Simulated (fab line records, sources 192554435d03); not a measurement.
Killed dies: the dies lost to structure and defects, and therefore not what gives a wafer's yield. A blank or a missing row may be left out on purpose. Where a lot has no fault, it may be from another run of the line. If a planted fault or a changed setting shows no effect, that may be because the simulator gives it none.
fab line records || flow n5Finfet
record: {"lots": 4, "wafers": 12, "lastDay": 16}
route steps=1938 shown BEOL_M6@1254 BEOL_M7@1263 PASSIVATION@1936
lots that met no fault: from a run of the same line without faults
startH: hours from the record's first day to the start of the lot's first wafer shown || waitH: how many hours have passed since the lot's step before this one || " same as the row above || L1.1+2: one row covering several wafers at once || - no value, or no start was given || * or withheld: withheld || < > ~ a bound
route shown NAME@n: names a module that has steps shown in the file, with the first one's number in the route || usual: mean/standard deviation taken from wafers without a fault || same: alike in all rows || chamber/n: place in a boat || sites: per-site readings || _std_site: the values' standard deviation || _edge_site: inner sites' mean taken away from outer sites' mean || radiusMm: how far each site lies from the wafer's centre || mask NAME#n: copy n || behind: the last tool/chamber to shape the wafer || hold: the reason the lot was held/the length of the hold in hours/how it ended || device: the transistor (n, p or np) that didn't switch || end of line: tests run on the same wafers once the route is complete || for a step that has no rows: nothing shown but its recipe || killed: at the first sort, the dies lost to defects and structure; wafer yield is something else || map: the dies of a wafer, with x for killed, . for not killed, _ for no die there
set.NAME: the setting that was run; set.NAME@STEP: the one run at that earlier step || model.NAME: the simulator's own value behind a step, which no gauge read
lots at some steps of the route; a table a step, a row a wafer
services: the hour from which a tool's chamber was out of use, counted from the record's first day as startH (under 0 if before that day), plus the number of hours and why
== steps ==
step: N5_BEOL_M6_SPUTTER_48
recipe: {"material": "Cu", "targetThkA": 100, "tempC": -20, "biasV": 60, "powerW": 26000, "chamberPressurePa": 0.13, "timeS": 1.667}
step: N5_BEOL_M6_ECD_50
recipe: {"material": "Cu", "targetThkA": 3000}
step: N5_BEOL_M6_ANNEAL_51
recipe: {"tempC": 225, "timeS": 90, "ambient": "N2"}
step: N5_BEOL_M6_CMP_52
recipe: {"stopOn": "SiCOH_lowk", "tOverpolishS": 6.9, "downForcePsi": 1, "platenRpm": 50, "clearingPlatenDownForcePsi": 1.5, "clearingPlatenRpm": 50, "postCmpClean": "cuAlkaline", "targetThkNm": 80, "clearingPlatenPadVelocityMS": 0.99484, "padVelocityMS": 0.99484}
step: N5_BEOL_M6_PRE_CLEAN_55
recipe: {"gas": "NH3", "timeS": 15, "tempC": "withheld", "rfPowerW": 300}
step: N5_BEOL_M6_DEP_56
recipe: {"material": "SiCN", "targetThkA": 100, "tempC": "withheld", "precursor": "3MS/NH3", "pressureTorr": 3, "rfW": 202, "timeS": 17.5}
step: N5_BEOL_M7_ILD_DEP_00
recipe: {"material": "SiCOH_lowk", "targetThkA": 1797.5, "tempC": 300, "precursor": "DEMS/porogen", "pressureTorr": 5, "rfW": 500, "timeS": 33.4}
step: N5_BEOL_M7_CURE_74
recipe: {"tempC": 385, "timeS": 240, "ambient": "He/Ar", "material": "SiCOH_lowk"}
step: N5_BEOL_M7_PECVD_70
recipe: {"material": "SiO2", "targetThkA": 200, "tempC": 400, "precursor": "TEOS/O2", "pressureTorr": 5.5, "rfW": 450, "teosFlowSccm": 53.8, "gas": "O2", "flowSccm": 3000, "timeS": 22.7}
usual: {"heaterPowerW": "737/87", "showerheadPlenumPTorr": "8.76/0.067", "throttleValvePct": "21.9/1.1"}
{"lot.wafer": "L434.3", "tool": "pecvd-02", "chamber": 0, "startH": 193.53, "waitH": 0.1, "heaterPowerW": 699, "showerheadPlenumPTorr": 8.68, "sinceWetCleanH": "-", "throttleValvePct": 21.9}
{"lot.wafer": "L434.5", "tool": "pecvd-02", "chamber": 0, "startH": 193.53, "waitH": 0.1, "heaterPowerW": 708, "showerheadPlenumPTorr": 8.70, "sinceWetCleanH": "-", "throttleValvePct": 21.5}
{"lot.wafer": "L434.6", "tool": "pecvd-02", "chamber": 2, "startH": 193.53, "waitH": 0.1, "heaterPowerW": 643, "showerheadPlenumPTorr": 8.86, "sinceWetCleanH": "-", "throttleValvePct": 24.1}
{"lot.wafer": "L444.1", "tool": "pecvd-02", "chamber": 2, "startH": 259.27, "waitH": 0.0, "heaterPowerW": 745, "showerheadPlenumPTorr": 8.84, "sinceWetCleanH": 21, "throttleValvePct": 21.1}
{"lot.wafer": "L444.3", "tool": "pecvd-02", "chamber": 1, "startH": 259.27, "waitH": 0.0, "heaterPowerW": 778, "showerheadPlenumPTorr": 8.70, "sinceWetCleanH": 1507, "throttleValvePct": 22.1}
{"lot.wafer": "L444.6", "tool": "pecvd-02", "chamber": 0, "startH": 259.27, "waitH": 0.0, "heaterPowerW": 696, "showerheadPlenumPTorr": 8.69, "sinceWetCleanH": "-", "throttleValvePct": 21.7}
{"lot.wafer": "L445.3", "tool": "pecvd-02", "chamber": 1, "startH": 262.09, "waitH": 0.0, "heaterPowerW": 824, "showerheadPlenumPTorr": 8.69, "sinceWetCleanH": 1510, "throttleValvePct": 22.2}
{"lot.wafer": "L445.4", "tool": "pecvd-02", "chamber": 1, "startH": 262.09, "waitH": 0.0, "heaterPowerW": 819, "showerheadPlenumPTorr": 8.71, "sinceWetCleanH": "-", "throttleValvePct": 22.2}
{"lot.wafer": "L445.5", "tool": "pecvd-02", "chamber": 2, "startH": 262.09, "waitH": 0.0, "heaterPowerW": 632, "showerheadPlenumPTorr": 8.84, "sinceWetCleanH": "-", "throttleValvePct": 21.1}
{"lot.wafer": "L452.2", "tool": "pecvd-03", "chamber": 0, "startH": 308.32, "waitH": 0.0, "heaterPowerW": 737, "showerheadPlenumPTorr": 8.71, "sinceWetCleanH": 1193, "throttleValvePct": 22.4}
{"lot.wafer": "L452.3", "tool": "pecvd-03", "chamber": 1, "startH": 308.32, "waitH": 0.0, "heaterPowerW": 648, "showerheadPlenumPTorr": 8.81, "sinceWetCleanH": 1918, "throttleValvePct": 22.3}
{"lot.wafer": "L452.5", "tool": "pecvd-03", "chamber": 0, "startH": 308.32, "waitH": 0.0, "heaterPowerW": 732, "showerheadPlenumPTorr": 8.71, "sinceWetCleanH": "-", "throttleValvePct": 22.5}
step: N5_BEOL_M7_HM_DEP_02
recipe: {"material": "TiN", "targetThkA": 200, "tempC": 25, "chamberPressurePa": 0.49996}
step: N5_BEOL_M7_COAT_59
recipe: {"resist": "SOC", "tempC": 250, "timeS": 60, "spinRpm": 1500, "resistThkNm": 100}
step: N5_BEOL_M7_COAT_60
recipe: {"resist": "SiARC", "tempC": 220, "timeS": 60, "spinRpm": 1500, "resistThkNm": 35}
step: N5_BEOL_M7_COAT_05
recipe: {"resist": "CAR-ArF", "spinRpm": 1500, "resistThkNm": 90}
step: N5_BEOL_M7_EBR_07
recipe: {"solvent": "PGMEA", "ebrWidthMm": 1.5}
step: N5_BEOL_M7_SOFTBAKE_06
recipe: {"tempC": 110, "timeS": 60, "resist": "CAR-ArF"}
step: N5_BEOL_M7_EXPOSE_08
recipe: {"maskId": "M7", "na": 1.35, "sourceShape": "dipole", "sigmaInner": 0.817, "sigmaOuter": 0.97, "polarization": "te", "doseMj": 68.25}
step: N5_BEOL_M7_PEB_09
recipe: {"pebTempC": "withheld", "pebTimeS": 60, "resist": "CAR-ArF"}
step: N5_BEOL_M7_DEVELOP_10
recipe: {"developTimeS": 30, "developer": "TMAH", "resist": "CAR-ArF", "rinseLiquid": "diw", "dry": "airSpin", "devTempC": 23}
step: N5_BEOL_M7_INSPECT_13
recipe: {"mode": "adi", "inspectInstrument": "brightfield"}
usual: {"rawDefectCount": "402/87"}
{"lot.wafer": "L434.3", "tool": "defectInspect-02", "chamber": "-", "startH": 194.74, "waitH": 0.0, "rawDefectCount": 467}
{"lot.wafer": "L434.5", "tool": "defectInspect-02", "chamber": "-", "startH": 194.74, "waitH": 0.0, "rawDefectCount": 410}
{"lot.wafer": "L434.6", "tool": "defectInspect-02", "chamber": "-", "startH": 194.74, "waitH": 0.0, "rawDefectCount": 380}
{"lot.wafer": "L444.1", "tool": "defectInspect-01", "chamber": "-", "startH": 260.07, "waitH": 0.0, "rawDefectCount": 1563}
{"lot.wafer": "L444.3", "tool": "defectInspect-01", "chamber": "-", "startH": 260.07, "waitH": 0.0, "rawDefectCount": 422}
{"lot.wafer": "L444.6", "tool": "defectInspect-01", "chamber": "-", "startH": 260.07, "waitH": 0.0, "rawDefectCount": 340}
{"lot.wafer": "L445.3", "tool": "defectInspect-01", "chamber": "-", "startH": 263.56, "waitH": 0.0, "rawDefectCount": 381}
{"lot.wafer": "L445.4", "tool": "defectInspect-01", "chamber": "-", "startH": 263.56, "waitH": 0.0, "rawDefectCount": 499}
{"lot.wafer": "L445.5", "tool": "defectInspect-01", "chamber": "-", "startH": 263.56, "waitH": 0.0, "rawDefectCount": 1618}
{"lot.wafer": "L452.2", "tool": "defectInspect-02", "chamber": "-", "startH": 311.54, "waitH": 0.0, "rawDefectCount": 375}
{"lot.wafer": "L452.3", "tool": "defectInspect-02", "chamber": "-", "startH": 311.54, "waitH": 0.0, "rawDefectCount": 320}
{"lot.wafer": "L452.5", "tool": "defectInspect-02", "chamber": "-", "startH": 311.54, "waitH": 0.0, "rawDefectCount": 454}
step: N5_BEOL_M7_DESCUM_16
recipe: {"chemistry": "O2", "timeS": 7.9, "sourcePowerW": 50, "biasPowerW": 20, "pressureMtorr": 20, "rfFrequencyHz": 2.712e+07, "tempC": 40, "resist": "CAR-ArF", "o2FlowSccm": 225}
step: N5_PASSIVATION_PROBE_49
usual: {"defectLimitedYield": "91.0/1.4", "killed_at_M0_to_M3": "35/10", "killed_at_M4_up": "13/6", "killedAtContacts": "13/6.4", "killedAtFrontEnd": "42/12", "killedAtOther": "3.2/2.4", "killedDies": "107/17", "killedOpen": "69/13", "killedShort": "33/7.3", "sort_bin_5_function": "5.3/0.92", "sort_bin_6_memory": "3.3/0.66", "sort_bin_8_speed": "0.00/0.035", "sortNPass": "1073/17"}
same: {"grossDies": 1180, "killedAtBackSide": 0, "sort_bin_4_leakage[%]": 0}
{"lot.wafer": "L434.3", "tool": "prober-01", "chamber": "-", "startH": 273.85, "waitH": 0.1, "defectLimitedYield[%]": 90.1, "killed_at_M0_to_M3": 19, "killed_at_M4_up": 15, "killedAtContacts": 27, "killedAtFrontEnd": 53, "killedAtOther": 3, "killedDies": 117, "killedOpen": 70, "killedShort": 45, "sort_bin_5_function[%]": 6.4, "sort_bin_6_memory[%]": 3.3, "sort_bin_8_speed[%]": 0, "sortNPass": 1063}
{"lot.wafer": "L434.5", "tool": "prober-01", "chamber": "-", "startH": 273.95, "waitH": 0.2, "defectLimitedYield[%]": 89.2, "killed_at_M0_to_M3": 37, "killed_at_M4_up": 9, "killedAtContacts": 23, "killedAtFrontEnd": 54, "killedAtOther": 5, "killedDies": 128, "killedOpen": 70, "killedShort": 48, "sort_bin_5_function[%]": 6.9, "sort_bin_6_memory[%]": 3.5, "sort_bin_8_speed[%]": 0, "sortNPass": 1052}
{"lot.wafer": "L434.6", "tool": "prober-01", "chamber": "-", "startH": 274.00, "waitH": 0.3, "defectLimitedYield[%]": 90.0, "killed_at_M0_to_M3": 50, "killed_at_M4_up": 5, "killedAtContacts": 14, "killedAtFrontEnd": 47, "killedAtOther": 2, "killedDies": 118, "killedOpen": 73, "killedShort": 42, "sort_bin_5_function[%]": 5.2, "sort_bin_6_memory[%]": 4.5, "sort_bin_8_speed[%]": 0, "sortNPass": 1062}
{"lot.wafer": "L444.1", "tool": "prober-01", "chamber": "-", "startH": 334.02, "waitH": 0.0, "defectLimitedYield[%]": 80.2, "killed_at_M0_to_M3": 30, "killed_at_M4_up": 159, "killedAtContacts": 7, "killedAtFrontEnd": 37, "killedAtOther": 1, "killedDies": 234, "killedOpen": 52, "killedShort": 23, "sort_bin_5_function[%]": 11.5, "sort_bin_6_memory[%]": 3.6, "sort_bin_8_speed[%]": 0.34, "sortNPass": 946}
{"lot.wafer": "L445.5", "tool": "prober-01", "chamber": "-", "startH": 353.97, "waitH": 0.2, "defectLimitedYield[%]": 80.2, "killed_at_M0_to_M3": 29, "killed_at_M4_up": 164, "killedAtContacts": 7, "killedAtFrontEnd": 29, "killedAtOther": 5, "killedDies": 234, "killedOpen": 52, "killedShort": 27, "sort_bin_5_function[%]": 11.4, "sort_bin_6_memory[%]": 4.3, "sort_bin_8_speed[%]": 0, "sortNPass": 946}
{"lot.wafer": "L452.2", "tool": "prober-02", "chamber": "-", "startH": 392.09, "waitH": 0.1, "defectLimitedYield[%]": 88.9, "killed_at_M0_to_M3": 36, "killed_at_M4_up": 7, "killedAtContacts": 8, "killedAtFrontEnd": 77, "killedAtOther": 3, "killedDies": 131, "killedOpen": 92, "killedShort": 36, "sort_bin_5_function[%]": 7.3, "sort_bin_6_memory[%]": 3.4, "sort_bin_8_speed[%]": 0, "sortNPass": 1049}
{"lot.wafer": "L452.3", "tool": "prober-02", "chamber": "-", "startH": 392.14, "waitH": 0.1, "defectLimitedYield[%]": 88.9, "killed_at_M0_to_M3": 50, "killed_at_M4_up": 7, "killedAtContacts": 8, "killedAtFrontEnd": 65, "killedAtOther": 1, "killedDies": 131, "killedOpen": 91, "killedShort": 35, "sort_bin_5_function[%]": 6.0, "sort_bin_6_memory[%]": 4.6, "sort_bin_8_speed[%]": 0, "sortNPass": 1049}
{"lot.wafer": "L452.5", "tool": "prober-02", "chamber": "-", "startH": 392.24, "waitH": 0.2, "defectLimitedYield[%]": 89.8, "killed_at_M0_to_M3": 39, "killed_at_M4_up": 9, "killedAtContacts": 7, "killedAtFrontEnd": 62, "killedAtOther": 3, "killedDies": 120, "killedOpen": 81, "killedShort": 37, "sort_bin_5_function[%]": 6.4, "sort_bin_6_memory[%]": 3.5, "sort_bin_8_speed[%]": 0, "sortNPass": 1060}
killed by level:class
L434.3 MOL_CONTACT_COAG:geometricParticle:open=21 FIN_SAQP:geometricParticle:short=12 FIN_SAQP:geometricParticle:open=8 STI_FIN_REVEAL:geometricParticle:open=7 ILD0:geometricParticle:short=5 MOL_CONTACT_COAG:geometricParticle:short=5 BEOL_M4:geometricParticle:open=5 STARTING-WAFER:geometricParticle:short=5
L434.5 FIN_SAQP:geometricParticle:short=21 MOL_CONTACT_COAG:geometricParticle:open=17 FIN_SAQP:geometricParticle:open=12 BEOL_M0_SAQP:geometricParticle:open=10 BEOL_M0_SAQP:geometricParticle:short=9 STI_FIN_REVEAL:geometricParticle:open=5 MOL_CONTACT_COAG:geometricParticle:short=5 BEOL_M3:geometricParticle:open=5
L434.6 BEOL_M0_SAQP:geometricParticle:short=15 FIN_SAQP:geometricParticle:open=12 BEOL_M0_SAQP:geometricParticle:open=12 MOL_CONTACT_COAG:geometricParticle:open=11 FIN_SAQP:geometricParticle:short=10 BEOL_M3:geometricParticle:open=10 DUMMY_GATE:geometricParticle:open=7 BEOL_M3:geometricParticle:short=5
L444.1 BEOL_M7:unspecified=148 FIN_SAQP:geometricParticle:open=10 STI_FIN_REVEAL:geometricParticle:open=8 BEOL_M0_SAQP:geometricParticle:short=6 FIN_SAQP:geometricParticle:short=5 BEOL_M1:geometricParticle:open=5 BEOL_M2:geometricParticle:open=5 MOL_CONTACT_COAG:geometricParticle:open=4
L445.5 BEOL_M7:unspecified=153 FIN_SAQP:geometricParticle:open=9 BEOL_M0_SAQP:geometricParticle:short=6 BEOL_M0_SAQP:geometricParticle:open=6 STI_FIN_REVEAL:geometricParticle:open=5 MOL_CONTACT_COAG:geometricParticle:open=5 BEOL_M3:geometricParticle:open=5 BEOL_M4:geometricParticle:open=5
L452.2 STI_FIN_REVEAL:geometricParticle:open=30 FIN_SAQP:geometricParticle:open=14 BEOL_M0_SAQP:geometricParticle:short=9 BEOL_M0_SAQP:geometricParticle:open=9 FIN_SAQP:geometricParticle:short=6 MOL_CONTACT_COAG:geometricParticle:open=6 BEOL_M2:geometricParticle:open=6 STI_FIN_REVEAL:geometricParticle:short=5
L452.3 STI_FIN_REVEAL:geometricParticle:open=16 BEOL_M0_SAQP:geometricParticle:open=13 FIN_SAQP:geometricParticle:open=11 BEOL_M0_SAQP:geometricParticle:short=10 BEOL_M2:geometricParticle:open=10 BEOL_M3:geometricParticle:open=9 DUMMY_GATE:geometricParticle:open=8 FIN_SAQP:geometricParticle:short=7
L452.5 STI_FIN_REVEAL:geometricParticle:open=16 BEOL_M0_SAQP:geometricParticle:open=11 FIN_SAQP:geometricParticle:open=9 FIN_SAQP:geometricParticle:short=7 MOL_CONTACT_COAG:geometricParticle:open=7 BEOL_M0_SAQP:geometricParticle:short=7 BEOL_M1:geometricParticle:open=7 BEOL_M2:geometricParticle:open=6
map L444.1 (x killed, . not)
_________________.........x..________________
______________............x....._____________
___________..x.............x.xx....__________
__________.............x.........x.._________
________...x...x......................_______
_______.......x.....xx.................______
______..x.................x.......x....x_____
_____...x........x.................x.....____
____.........................x........x...___
___.............x..........................__
___...........x.....................x......__
__.................x..........xx..x........._
__..........x..............................._
_..................x....x..............x.....
_..........x.......x.........................
_......xxxxxx.x......x..........x.........x..
_..x.xxxxxxxxx...............................
_.x.xxxxxxxxxxx.......x......................
_x...xxxxxxxxxxxxx..x........x.............x.
_x.xxxxxxxxxxxxxxx..........x...x.....x......
_xxxxxxxxxxxxxxxxx...x..........xx....x.x.x..
__.xxxxxxxxxxxxxxx.................x........_
__.xxxxxxxxxxxxxxx......x..x........x......._
___xxxxxxxxxxxxxx........x.x....x..........__
___.xxxxxxxxxxxx.x.....x................x..__
____.xxxxxxxxx.xx........x................___
_____x.xxxx.x...x.....x.........x........____
______..x.x..x.x........................_____
_______...x..x....x.x.......x.x........______
________...x.......xx...xx............_______
__________.................x.x......_________
___________........x...............__________
______________...........x......_____________
_________________...x........________________
map L445.5 (x killed, . not)
_________________....x.....x.________________
______________x......x.........._____________
___________......x.................__________
__________x..................x......_________
________..................x..........._______
_______................................______
______....xx.x.x......x.x..x.......x...._____
_____....x...............................____
____.........xx........x..................___
___......................x..x.....x........__
___..........x....x....x...............x...__
__..........x........x.........x......x..x.._
__............x............................._
_x..x.......x......................x.......x.
_.....x.....x.......................x........
_.....x.x...xx..x...........x.......x......x.
_.x.xxxxxxxxxxxx..........x..................
_...xxxxxxxxxx.xx............x...........x...
_x..xxxxxxxxxx.xx.........x.............x....
_.xxxxxxxxxxxxxxxx..........x.....x....x.....
_..xxxxxxxxxxxxxx.x.................x........
__xxxxxxxxxxxxxxxx.........................._
__x.xxxxxxxxxxxxxxx.......................x._
___.xxxxxxxxxxxxx.x.x......................__
___.x.xxxxxxxxxxx....x............x.xx.....__
____.x.xxxxxxxx.xx..x.....................___
_____x.xxxxxx.xx......x..x...............____
______...x.......x.x..............xx...._____
_______..x.x..........................x______
________..xx..........x...........xx.._______
__________..x.....x................._________
___________............x.........x.__________
______________x..........x......_____________
_________________.........x..________________
== services ==
{"tool": "pecvd-02", "chamber": 2, "startH": 170.10, "hours": 5.5, "kind": "scheduledDown"}
{"tool": "pecvd-02", "chamber": 1, "startH": 181.32, "hours": 2.1, "kind": "scheduledDown"}
{"tool": "pecvd-03", "chamber": "-", "startH": 191.07, "hours": 6.0, "kind": "pm"}
{"tool": "pecvd-02", "chamber": 2, "startH": 209.74, "hours": "-", "kind": "clean"}
{"tool": "pecvd-02", "chamber": 2, "startH": 209.74, "hours": "-", "kind": "consumableReplace:showerhead"}
{"tool": "pecvd-02", "chamber": 2, "startH": 209.74, "hours": 29.0, "kind": "scheduledDown"}
{"tool": "pecvd-02", "chamber": 2, "startH": 209.74, "hours": 29.0, "kind": "ventCycle"}
{"tool": "pecvd-03", "chamber": "-", "startH": 237.63, "hours": 2.8, "kind": "pm"}
{"tool": "pecvd-03", "chamber": "-", "startH": 242.42, "hours": 0.2, "kind": "repair"}
{"tool": "pecvd-02", "chamber": 2, "startH": 256.52, "hours": 2.1, "kind": "scheduledDown"}
{"tool": "pecvd-03", "chamber": 0, "startH": 276.47, "hours": 5.5, "kind": "scheduledDown"}
== key ==
firstSign: {"step": "N5_BEOL_M7_INSPECT_13", "reading": "rawDefectCount", "direction": "up", "sigmas": 14, "usual": 402, "struck": 1590}
effect: {"step": "N5_PASSIVATION_PROBE_49", "reading": "killed_at_M4_up", "direction": "up", "sigmas": 25, "usual": 13, "struck": 162}
moreKillsBornAt: {"N5_BEOL_M7_PECVD_70@pecvd-02": 301}
metAt N5_BEOL_M7_PECVD_70
struckWafers L444.1,L445.5
onsetBetween 193.53 259.27
fault: {"kind": "chamberParticleSource", "tool": "pecvd-02", "chamber": 2, "onsetH": 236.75, "steps": "N5_BEOL_M7_PECVD_70", "ratePerVisitCm2": 2.0156}
